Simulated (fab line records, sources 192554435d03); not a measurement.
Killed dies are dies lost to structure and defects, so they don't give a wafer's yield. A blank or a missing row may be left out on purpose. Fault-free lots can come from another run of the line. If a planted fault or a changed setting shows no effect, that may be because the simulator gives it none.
Chamber matching | flow n5Finfet | 4 sister chambers for N5_MOL_CONTACT_COAG_CMP_23 on cmp-02
The step polishes, stops on SiO2, t overpolish 1.5 s, target thk 0 nm. 16 wafers are shown with their chamber, then 8 later ones without.

## WAFERS, EACH WITH ITS CHAMBER
wafer  | chamber | motorCurrentA (A) | timeToEndpointS (s) | padLifeWafers
L075.2 | 0       | 7.6               | 11.5                | 1707
L075.3 | 1       | 8.2               | 8.6                 | 1704
L075.4 | 3       | 7.4               | 7.5                 | 1706
L076.1 | 1       | 8.3               | 7.5                 | 1783
L076.2 | 3       | 7.0               | 7.0                 | 1785
L077.1 | 0       | 8.1               | 11.6                | 1848
L077.2 | 2       | 8.6               | 12.2                | 1850
L077.3 | 3       | 7.2               | 11.3                | 1851
L078.2 | 3       | 7.2               | 9.1                 | 1862
L078.3 | 2       | 8.4               | 13.7                | 1861
L079.1 | 3       | 7.3               | 7.0                 | 1914
L079.4 | 2       | 8.3               | 10.1                | 1917
L082.2 | 1       | 8.3               | 8.7                 | 1
L082.3 | 2       | 8.6               | 14.3                | 2
L083.1 | 3       | 7.4               | 7.5                 | 50
L083.2 | 1       | 7.9               | 9.1                 | 48

SIGNATURES (averages over the wafers above)
reading         | chamber 0 | chamber 1 | chamber 2 | chamber 3 | scatter within a chamber
motorCurrentA   | 7.850     | 8.175     | 8.475     | 7.250     | 0.186
timeToEndpointS | 11.550    | 8.475     | 12.575    | 8.233     | 1.48
padLifeWafers   | 1777.50   | 884.00    | 1407.50   | 1528.00   | 829
Rule: a wafer's distance from a chamber is the root of the sum, over the readings, of the square of ((its reading less the chamber's mean) divided by the reading's scatter). The wafer belongs to the nearest chamber; if the next one is less than 2 further off, it can't be placed. The scatter is the square root of a quotient: the sum, over the shown wafers, of each reading's squared deviation from its chamber's mean, divided by wafers minus chambers.

## WAFERS WITHOUT THEIR CHAMBER
wafer  | motorCurrentA (A) | timeToEndpointS (s) | padLifeWafers
L088.1 | 8.2               | 10.9                | 223
L088.4 | 7.9               | 13.9                | 222
L089.1 | 8.1               | 9.6                 | 272
L089.2 | 7.2               | 6.8                 | 270
L091.2 | 8.2               | 8.9                 | 381
L091.3 | 7.6               | 10.5                | 380
L092.1 | 7.3               | 6.9                 | 422
L092.2 | 8.2               | 11.5                | 421

## WHICH CHAMBER EACH WENT THROUGH
wafer  | from the rows above          | in truth
L088.1 | can't be placed: 1 or 2 or 0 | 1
L088.4 | can't be placed: 0 or 2 or 1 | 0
L089.1 | can't be placed: 1 or 0      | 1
L089.2 | 3                            | 3
L091.2 | 1                            | 1
L091.3 | can't be placed: 0 or 3 or 1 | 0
L092.1 | 3                            | 3
L092.2 | can't be placed: 2 or 1 or 0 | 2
Placed correctly: 3 of 8. Can't be placed from these rows: 5 (the true chamber is among the candidates in 5). Number placed wrongly: 0.
